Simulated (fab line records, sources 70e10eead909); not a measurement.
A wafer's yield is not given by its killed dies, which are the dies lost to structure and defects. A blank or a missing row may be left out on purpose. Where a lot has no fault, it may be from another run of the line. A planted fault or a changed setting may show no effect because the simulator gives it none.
fab line records | flow nand-harc
record lots=5 | wafers=15 | last-day=33
route steps=1302 shown P_STI@107 P_GATE@110 END@1302
lots untouched by any fault: they come from a run of this same line in which no faults occurred
start-h: start of the lot's first displayed wafer, in hours after the record's first day | wait-h: hours elapsed since this lot's preceding step | " repeats the value in the row above | L1.1+2: a single row standing in for several wafers | - no value present, or no start provided | * or withheld: withheld | < > ~ a bound
route shown NAME@n: a module of which the file shows steps, and the number in the route of the first | usual: mean/standard deviation of fault-free wafers | same: alike in all rows | chamber/n: place in a boat | sites: each site's reading | _std_site: their standard deviation | _edge_site: inner sites' mean taken away from outer sites' mean | radius-mm: how far each site lies from the wafer's centre | mask NAME#n: copy n | behind: the last tool/chamber to shape the wafer | hold: cause of the lot's hold/its duration in hours/its outcome | device: the n, p or np transistor that did not switch | end of line: the tests these same wafers got at the end of their route | a step given without rows: its recipe and nothing more | killed: count of dies lost to structure and defects at first sort (not the wafer's yield) | map: dies across one wafer; x = killed, . = not, _ = none there
set.NAME: the setting the step ran with; set.NAME@STEP: the setting that earlier step ran with | model.NAME: the simulator's own value behind a step, which no gauge read
lots at selected steps of the route; one table per step, one row per wafer
services: the hour from which a tool's chamber was out of use, counted from the record's first day as start-h (under 0 if before that day), plus the number of hours and why
## steps
# step NHARC_P_STI_SRD_39
# step NHARC_P_STI_OXIDE_40
# recipe target-thk-a=100 | temp-c=900 | ox-time-s=1362 | material=SiO2
# step NHARC_P_STI_INSPECT_25
# usual raw-defect-count=236/110
lot.wafer | tool              | chamber | start-h | wait-h | raw-defect-count
L813.2    | defect-inspect-01 | -       | 113.60  | 0.4    | 503
L813.4    | "                 | -       | "       | "      | 369
L813.6    | "                 | -       | "       | "      | 297
L814.1    | defect-inspect-01 | -       | 121.17  | 0.4    | 271
L814.3    | "                 | -       | "       | "      | 256
L814.4    | "                 | -       | "       | "      | 231
L822.3    | defect-inspect-02 | -       | 216.31  | 0.4    | 170
L822.4    | "                 | -       | "       | "      | 144
L822.5    | "                 | -       | "       | "      | 170
L830.1    | defect-inspect-01 | -       | 278.49  | 0.4    | 114
L830.4    | "                 | -       | "       | "      | 54
L830.5    | "                 | -       | "       | "      | 134
L831.3    | defect-inspect-02 | -       | 292.44  | 0.4    | 296
L831.4    | "                 | -       | "       | "      | 364
L831.5    | "                 | -       | "       | "      | 366
# step NHARC_P_GATE_ETCH_69
# recipe target-depth-a=140 | chemistry=dHF | material=SiO2
# step NHARC_P_GATE_PRECLEAN_70
# recipe time-s=* | temp-c=50 | bath-age-min=0 | chemistry=SC1
# step NHARC_P_GATE_SRD_01
# step NHARC_P_GATE_OXIDE_02
# recipe target-thk-a=375 | temp-c=950 | p-h2o-torr=720 | ox-time-s=365 | material=SiO2
# step NHARC_P_GATE_DEHYDRATE_03
# recipe temp-c=150 | time-s=120
# step NHARC_P_GATE_HMDS_04
# recipe time-s=30
# step NHARC_P_GATE_COAT_05
# recipe spin-rpm=4690
# step NHARC_P_GATE_SOFTBAKE_06
# recipe temp-c=122 | time-s=95
# step NHARC_P_GATE_EBR_07
# step NHARC_P_GATE_EXPOSE_08
# recipe na=0.6 | dose-mj=16.75 | mask-id=P_HV
# usual focus-offset-nm=0.1/0.51
lot.wafer | tool           | chamber | start-h | wait-h | mask    | focus-offset-nm
L813.2    | krf-scanner-01 | 0       | 121.79  | -      | P_HV#0  | -0.1
L813.4    | "              | 0       | "       | "      | P_HV#0  | 0.3
L813.6    | "              | 0       | "       | "      | P_HV#0  | 0.9
L814.1    | krf-scanner-02 | 0       | 129.72  | -      | P_HV#0  | -0.1
L814.3    | "              | 0       | "       | "      | P_HV#0  | 0.8
L814.4    | "              | 0       | "       | "      | P_HV#0  | -0.2
L822.3    | krf-scanner-01 | 0       | 224.73  | -      | P_PSD#0 | 0.0
L822.4    | "              | 0       | "       | "      | P_PSD#0 | -0.2
L822.5    | "              | 0       | "       | "      | P_PSD#0 | 0.5
L830.1    | krf-scanner-02 | 0       | 290.04  | -      | P_HV#0  | -0.8
L830.4    | "              | 0       | "       | "      | P_HV#0  | 1.0
L830.5    | "              | 0       | "       | "      | P_HV#0  | -0.5
L831.3    | krf-scanner-03 | 0       | 300.61  | -      | P_HV#0  | 0.8
L831.4    | "              | 0       | "       | "      | P_HV#0  | 0.1
L831.5    | "              | 0       | "       | "      | P_HV#0  | -0.3
# step NHARC_P_GATE_PEB_09
# recipe peb-temp-c=118 | peb-time-s=85
# step NHARC_P_GATE_DEVELOP_10
# recipe time-s=70
# step NHARC_P_GATE_CD_MEAS_11
# recipe target-cd-nm=1640 | landing-energy-ev=500
# usual cd-nm=1640.2/1.5
lot.wafer | tool      | chamber | start-h | wait-h | cd-nm
L813.2    | cd-sem-01 | 0       | 121.94  | -      | 1640.3
L813.4    | "         | 0       | "       | "      | 1637.5
L813.6    | "         | 0       | "       | "      | 1637.2
L814.1    | cd-sem-01 | 0       | 129.88  | -      | 1642.1
L814.3    | "         | 0       | "       | "      | 1642.0
L814.4    | "         | 0       | "       | "      | 1643.0
L822.3    | cd-sem-01 | 0       | 224.88  | -      | -
L822.4    | "         | 0       | "       | "      | -
L822.5    | "         | 0       | "       | "      | -
L830.1    | cd-sem-03 | 0       | 290.19  | -      | 1638.9
L830.4    | "         | 0       | "       | "      | 1641.3
L830.5    | "         | 0       | "       | "      | 1638.8
L831.3    | cd-sem-01 | 0       | 300.76  | -      | 1641.0
L831.4    | "         | 0       | "       | "      | 1640.7
L831.5    | "         | 0       | "       | "      | 1642.4
# step NHARC_P_GATE_HARDBAKE_12
# recipe temp-c=125 | time-s=80
# step NHARC_END_SORT_01
# recipe temp-c=25
# usual killed-at-array=55/20 | killed-at-other=1.1/1.2 | killed-at-periphery=3.8/2.8 | killed-dies=60/19 | killed-open=3.4/1.9 | killed-short=2.2/1.5
# same gross-dies=677
lot.wafer | tool      | chamber | start-h | wait-h | killed-at-array | killed-at-other | killed-at-periphery | killed-dies | killed-open | killed-short
L822.3    | prober-01 | 0       | 714.64  | 3.1    | 35              | 1               | 641                 | 677         | 8           | 1
L822.4    | prober-01 | 0       | 715.45  | 3.4    | 39              | 1               | 637                 | 677         | 3           | 2
L822.5    | prober-01 | 0       | 716.26  | 3.7    | 39              | 1               | 637                 | 677         | 2           | 2
# killed by level:class
L822.3 P_GATE:area-expose=637 A_CHANNEL_HOLE_D2:chamber-film-flake=15 A_CHANNEL_HOLE_D1:chamber-film-flake=8 A_SLIT:chamber-film-flake=3 P_GATE:geometric-particle:open=2 P_M0:geometric-particle:open=2 A_M0:geometric-particle:open=2 A_CONTACT:chamber-film-flake=2
L822.4 P_GATE:area-expose=636 A_CHANNEL_HOLE_D2:chamber-film-flake=20 A_CHANNEL_HOLE_D1:chamber-film-flake=6 A_SLIT:chamber-film-flake=5 A_STAIRCASE:chamber-film-flake=2 P_M0:geometric-particle:open=1 A_CHANNEL_HOLE_D1:geometric-particle:short=1 A_DECK1_JOINT:geometric-particle:open=1
L822.5 P_GATE:area-expose=636 A_CHANNEL_HOLE_D2:chamber-film-flake=19 A_CHANNEL_HOLE_D1:chamber-film-flake=12 A_STAIRCASE:chamber-film-flake=2 A_SLIT:chamber-film-flake=2 P_M0:geometric-particle:open=1 A_DECK1_JOINT:geometric-particle:short=1 A_ONON_D2:geometric-particle:short=1
# map L822.3 (x killed, . not)
____________x____________
_________xxxxxxx_________
_______xxxxxxxxxxx_______
______xxxxxxxxxxxxx______
_____xxxxxxxxxxxxxxx_____
____xxxxxxxxxxxxxxxxx____
____xxxxxxxxxxxxxxxxx____
___xxxxxxxxxxxxxxxxxxx___
___xxxxxxxxxxxxxxxxxxx___
__xxxxxxxxxxxxxxxxxxxxx__
__xxxxxxxxxxxxxxxxxxxxx__
_xxxxxxxxxxxxxxxxxxxxxxx_
_xxxxxxxxxxxxxxxxxxxxxxx_
_xxxxxxxxxxxxxxxxxxxxxxx_
_xxxxxxxxxxxxxxxxxxxxxxx_
_xxxxxxxxxxxxxxxxxxxxxxx_
xxxxxxxxxxxxxxxxxxxxxxxxx
xxxxxxxxxxxxxxxxxxxxxxxxx
xxxxxxxxxxxxxxxxxxxxxxxxx
xxxxxxxxxxxxxxxxxxxxxxxxx
xxxxxxxxxxxxxxxxxxxxxxxxx
_xxxxxxxxxxxxxxxxxxxxxxx_
_xxxxxxxxxxxxxxxxxxxxxxx_
_xxxxxxxxxxxxxxxxxxxxxxx_
_xxxxxxxxxxxxxxxxxxxxxxx_
_xxxxxxxxxxxxxxxxxxxxxxx_
__xxxxxxxxxxxxxxxxxxxxx__
__xxxxxxxxxxxxxxxxxxxxx__
___xxxxxxxxxxxxxxxxxxx___
___xxxxxxxxxxxxxxxxxxx___
____xxxxxxxxxxxxxxxxx____
____xxxxxxxxxxxxxxxxx____
_____xxxxxxxxxxxxxxx_____
______xxxxxxxxxxxxx______
_______xxxxxxxxxxx_______
_________xxxxxxx_________
____________x____________
# map L813.2 (x killed, . not)
____________.____________
_________......._________
_______.x........._______
______..........x..______
_____..............._____
____.............x...____
____................x____
___...................___
___..............x....___
__.....................__
__.....................__
_...................x..._
_...x..................._
_...............x......._
_......................._
_.............x........._
..x......................
..x......................
.........x...............
.....x.xx................
.....xxxx....x...........
_...xxxxxx.............._
_..xxxxxxx.............._
_...xxxxxxx........x...._
_...xxxxxxx............._
_...xx.xxxx............._
__.x..xx..x....x.......__
__...xxxx..............__
___....x..............___
___..x................___
____.................____
____....x............____
_____..............._____
______.............______
_______..........._______
_________......._________
____________.____________
## services
tool           | chamber | start-h | hours | kind
krf-scanner-03 | 0       | 112.54  | -     | calibration
krf-scanner-01 | -       | 140.00  | 4.0   | pm
krf-scanner-02 | -       | 160.00  | 4.5   | repair
krf-scanner-01 | -       | 182.34  | 7.9   | repair
krf-scanner-03 | -       | 190.71  | 1.0   | repair
krf-scanner-03 | -       | 229.60  | 4.0   | pm
krf-scanner-01 | 0       | 238.05  | -     | calibration
krf-scanner-02 | 0       | 238.08  | -     | calibration
krf-scanner-02 | -       | 266.03  | 4.0   | pm
krf-scanner-03 | 0       | 276.17  | -     | calibration
## key
first-sign step=NHARC_P_GATE_EXPOSE_08 | reading=mask | direction=changed
effect step=NHARC_P_GATE_CD_MEAS_11 | reading=cd-nm | direction=missing
effect step=NHARC_END_SORT_01 | reading=killed-at-periphery | direction=up | sigmas=99+ | usual=3.8 | struck=638.3
more-kills-born-at NHARC_P_GATE_EXPOSE_08@krf-scanner-01=1909
met-at NHARC_P_GATE_EXPOSE_08
struck-wafers L822.3,L822.4,L822.5
later-rows-left-out L822.3,L822.4,L822.5
tester-left-out L822
onset-between 121.79 224.73
fault kind=wrong-mask | tool=any | chamber=- | onset-h=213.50 | steps=NHARC_P_GATE_EXPOSE_08 | aux-copy=P_PSD#0 | scope=struck-lots-only
# tester-left-out: of these lots the tester's yield and bins aren't shown, on N5 and GAA mostly nor the transistor test; their killed dies are dies lost to structure and defects alone, not to doping, threshold or leakage, so they don't give the yield
# later-rows-left-out: the simulator's readings of these wafers behind a module that went badly wrong aren't trusted and aren't shown, but for the sort
